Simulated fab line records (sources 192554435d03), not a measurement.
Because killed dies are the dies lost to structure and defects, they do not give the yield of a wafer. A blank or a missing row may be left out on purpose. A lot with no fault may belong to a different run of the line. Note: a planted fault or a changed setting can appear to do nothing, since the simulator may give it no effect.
Struck lot and sound lot, side by side :: flow n5Finfet :: 16 out of 1938 route steps
Sound: these wafers, L756.2, L756.3, L756.5. Struck: wafer L759.4. (L759.3, L759.5 of the same lot were not struck and are left out.) The cause comes at the end.
For every step that has rows: the tool of each side, followed by ch and its chambers, followed by its first start. Under that, the readings that differ: sound wafers :: struck wafers :: difference of the means :: sigmas: that difference in standard deviations of wafers without a fault.
alike: readings whose means differ by less than 2 such deviations, and words and numbers that are the same on both sides. not compared: withheld readings, readings that some wafer has no value for, bounds like >300 that may hide the same value, and numbers for which the record gives no deviation and whose values overlap.
The two part at a step that has a row with sigmas, a row that says differs or no value, or rows on one side only. Numbers that have no deviation but don't overlap get no sigmas and don't part them. Lack of a reading on every wafer of one side parts them only where that side has two or more wafers.

first, 2 steps without rows for these wafers: N5_HKMG_FIN_ALD_71 (deposits TiN, target thk 1 nm, pulse time 1 s, purge time 3 s); N5_HKMG_FIN_COAT_66 (time 60 s, resist thk 300 nm).
N5_HKMG_FIN_ETCH_67: etches SOC in N2/H2, stops on TiN, target depth 388.9 nm.
  sound on rieDiel-01 ch 0,1,3, day 7 03:11; struck on rieDiel-04 ch 3, day 7 20:10
reading: showerheadPlenumPTorr (Torr)
sound: 2.52 2.46 2.46
struck: 2.69
difference: +0.21
sigmas: +2
  alike: drypumpMotorCurrentA, n2FlowSccm, oesProductAu, rfVppV, throttleValvePct
  not compared: rfHoursCounterH
N5_HKMG_FIN_STRIP_90: strips SOC in N2/H2, time 20 s.
  sound on rieDiel-01 ch 0,1,3, day 7 03:14; struck on rieDiel-04 ch 3, day 7 20:14
reading: showerheadPlenumPTorr (Torr)
sound: 3.33 3.25 3.25
struck: 3.55
difference: +0.27
sigmas: +2
  alike: drypumpMotorCurrentA, n2FlowSccm, oesProductAu, rfVppV, throttleValvePct
  not compared: rfHoursCounterH
then, 4 steps without rows for these wafers: N5_HKMG_FIN_WET_ETCH_73 (etches the open film in SC1, time 42.3 s, target depth 1.3 nm, rinse time 30 s); N5_HKMG_FIN_ETCHBACK_68 (etches the open film in Cl2/Ar, stops on HfO2, target depth 0.5 nm); N5_HKMG_FIN_STRIP_69 (strips in N2/H2, time 360 s); N5_HKMG_FIN_ALD_21 (deposits TiN, target thk 1.5 nm, pulse time 1 s, purge time 3 s).
N5_HKMG_FIN_ALD_72: deposits W, target thk 2 nm, pulse time 1 s, purge time 2 s.
  sound on cvdW-01 ch 0,1, day 7 04:17; struck on cvdW-02 ch 0, day 7 21:20
reading: susceptorTempC (C)
sound: 300.35 299.96 300.35
struck: 299.78
difference: -0.44
sigmas: -2
  alike: heaterPowerW, precursorPulseHeightRel
N5_HKMG_FIN_W_FILL_22: material W, target thk 60 nm, time 18.2 s.
  sound on cvdW-01 ch 0,1, day 7 04:21; struck on cvdW-02 ch 0, day 7 21:23
  alike: heaterPowerW, susceptorTempC, throttleValvePct
then, 2 steps without rows for these wafers: N5_HKMG_FIN_PRECLEAN_83 (cleans in DIW, time 57.5 s); N5_HKMG_FIN_SRD_84 (dry time 32 s).
N5_HKMG_FIN_CMP_23: polishes, stops on SiNx, t overpolish 10 s, target thk 46.326 nm.
  sound on cmp-03 ch 0,1, day 7 04:28; struck on cmp-02 ch 2, day 7 21:34
reading: overpolishRunS (s)
sound: 9.993 10.002 9.990
struck: 10.016
difference: +0.021
sigmas: +2

reading: platenRpm (rpm)
sound: 50.30 50.25 50.28
struck: 52.26
difference: +1.98
sigmas: +51
  alike: headPressurePsi, motorCurrentA, slurryFlowMlMin, timeToEndpointS
N5_HKMG_FIN_CMP_94: polishes, stops on SiNx, t overpolish 4.7 s, target thk 43.299 nm.
  sound on cmp-03 ch 0,1, day 7 04:56; struck on cmp-02 ch 2, day 7 21:59
  alike: headPressurePsi, motorCurrentA, platenRpm, slurryFlowMlMin
-- record jumps: 4 days separate the struck wafers' starts on either side; left off in module HKMG_FIN, taken up again in module BEOL_M4, whose first shown step is the route's number 1111 --
N5_BEOL_M4_RC_MEAS_101:
  sound on prober-01 ch 0, day 11 17:55; struck on prober-02 ch 0, day 12 07:04
  alike: DIBL_N, DIBL_P, IOFF_N, IOFF_P, ION_N, ION_P, SS_N, SS_P, VT_N, VT_P
-- the record jumps here: 4 days lie between the struck wafers' starts before and after (it left off in module BEOL_M4 and takes up again in module PASSIVATION, whose first step shown is number 1936 of the route) --
N5_PASSIVATION_PROBE_49:
  only the struck wafers here have rows in the record (prober-01, day 16 18:31); the sound ones have none

WHERE THEY PART
First at N5_HKMG_FIN_ETCH_67; last, within this record, at N5_PASSIVATION_PROBE_49.

WHY: what the simulator had put in
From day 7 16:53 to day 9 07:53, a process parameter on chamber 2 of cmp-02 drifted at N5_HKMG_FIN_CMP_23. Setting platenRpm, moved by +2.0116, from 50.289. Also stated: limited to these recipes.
